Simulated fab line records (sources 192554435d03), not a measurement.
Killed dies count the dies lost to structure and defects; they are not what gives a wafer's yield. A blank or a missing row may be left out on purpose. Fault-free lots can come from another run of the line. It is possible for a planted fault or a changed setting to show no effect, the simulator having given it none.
A single fault, viewed from 3 desks -- flow n5-finfet -- what lay behind the numbers comes last; until then each desk has only its own

== AT THE METROLOGY DESK ==
What the gauges read, lot by lot, whatever tool the lot ran on: means of the sampled wafers that have a number. Marked OUT: a lot whose mean sits more than 4 standard deviations from the usual mean, which makes it out of limits; the brackets give that distance. Shown are 7 of the 21 readings it has, namely the first that went out of limits plus those furthest out on some lot.
Columns: A = IGATE_N at N5_BEOL_M4_RC_MEAS_101, usual 0.0123 nA/um; B = IOFF_N at N5_BEOL_M4_RC_MEAS_101, usual 0.153 nA/um; C = IOFF_N_85C at N5_BEOL_M4_RC_MEAS_101, usual 3.0 nA/um; D = IOFF_N_LIN at N5_BEOL_M4_RC_MEAS_101, usual 0.071 nA/um; E = IOFF_N_LONG at N5_BEOL_M4_RC_MEAS_101, usual 5.55e-05 nA/um; F = VT_N at N5_BEOL_M4_RC_MEAS_101, usual 250.6 mV; G = VT_N_LONG at N5_BEOL_M4_RC_MEAS_101, usual 275.2 mV
lot,first seen here,A,B,C,D,E,F,G
L165,day 8 07:58,0.0108,0.175,3.4,0.076,5.38e-05,248.1,276.7
L170,day 9 22:04,0.0130,0.137,2.8,0.065,5.19e-05,252.5,277.6
L169,day 10 05:20,0.0132,0.154,2.9,0.068,5.63e-05,251.2,275.5
L176,day 11 04:24,0.0124,0.161,3.1,0.074,5.14e-05,249.9,276.6
L177,day 11 06:25,0.0237 (+7.6) OUT,2.317 (+99 or more) OUT,27.8 (+78) OUT,1.056 (+99 or more) OUT,7.31e-04 (+99 or more) OUT,193.0 (-24) OUT,213.7 (-31) OUT
L178,day 12 04:41,0.0148,1.182 (+51) OUT,15.6 (+39) OUT,0.567 (+70) OUT,3.67e-04 (+99 or more) OUT,221.4 (-12) OUT,245.7 (-15) OUT
L185,day 13 08:04,0.0121,0.138,2.8,0.067,5.56e-05,252.5,273.7
L184,day 13 09:07,0.0132,0.161,3.2,0.075,5.29e-05,251.0,276.8
This desk finds L177, L178 out of limits, with the earliest case on L177 at day 11 06:25 (IGATE_N at N5_BEOL_M4_RC_MEAS_101). L165, L170, L169, L176, L185, L184 stayed within limits.

== THE DEFECT DESK ==
For each lot, the counts of the inspections along the route, averaged over the sampled wafers that have a number. Marked OUT: a lot whose mean sits more than 4 standard deviations from the usual mean, which makes it out of limits; the brackets give that distance.
Columns: A = raw-defect-count at N5_HKMG_FIN_INSPECT_14, usual 2.1
lot,first seen here,A
L165,day 4 15:14,1.3
L169,day 5 16:23,2.3
L170,day 5 23:54,1.7
L176,day 7 12:59,2.0
L177,day 7 20:32,1.3
L178,day 7 23:57,1.3
L184,day 9 13:08,3.7
L185,day 9 15:10,1.3
Result from this desk: across the 8 lots, nothing is out of limits.

== DESK OF THE TOOL OWNER: ald-metal-01 ==
The tool's own readings at N5_HKMG_FIN_ALD_91 (deposits TiN, target thk 1 nm, pulse time 1 s, purge time 3 s): means of the sampled wafers that have a number, for each lot that ran on this tool. Marked OUT: a lot whose mean sits more than 4 standard deviations from the usual mean, which makes it out of limits; the brackets give that distance.
Columns: A = heater-power-outer-w at N5_HKMG_FIN_ALD_91, usual 517 W; B = heater-power-w at N5_HKMG_FIN_ALD_91, usual 858 W; C = precursor-pulse-height-rel at N5_HKMG_FIN_ALD_91, usual 0.999; D = susceptor-temp-C at N5_HKMG_FIN_ALD_91, usual 400.01 C
lot,first seen here,A,B,C,D
L165,day 4 16:20,479,804,0.987,400.00
L169,day 5 17:39,518,847,1.016,399.96
L176,day 7 14:05,482,791,0.995,400.05
L177,day 7 21:35,542,866,1.011,399.68
L178,day 8 00:58,472,788,0.977,400.14
Result from this desk: across the 5 lots, nothing is out of limits.

== PUT TOGETHER ==
An alarm was possible from the metrology desk at day 11 06:25, on L177, L178.
Nothing out of limits was seen by the defect desk.
The desk of the tool owner found nothing out of limits.
The defect desk has L177, L178 on record, within its limits.
On record at the tool owner's desk: L177, L178, within its limits.
All the named lots went through N5_HKMG_FIN_ALD_91 on ald-metal-01.

== WHAT WAS PUT IN BY THE SIMULATOR ==
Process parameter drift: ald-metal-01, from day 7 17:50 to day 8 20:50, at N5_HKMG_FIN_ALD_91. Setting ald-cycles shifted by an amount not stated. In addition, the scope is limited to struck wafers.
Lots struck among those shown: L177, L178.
Time in hours between the start of the fault and the first out-of-limits reading at each desk: metrology desk, 85.
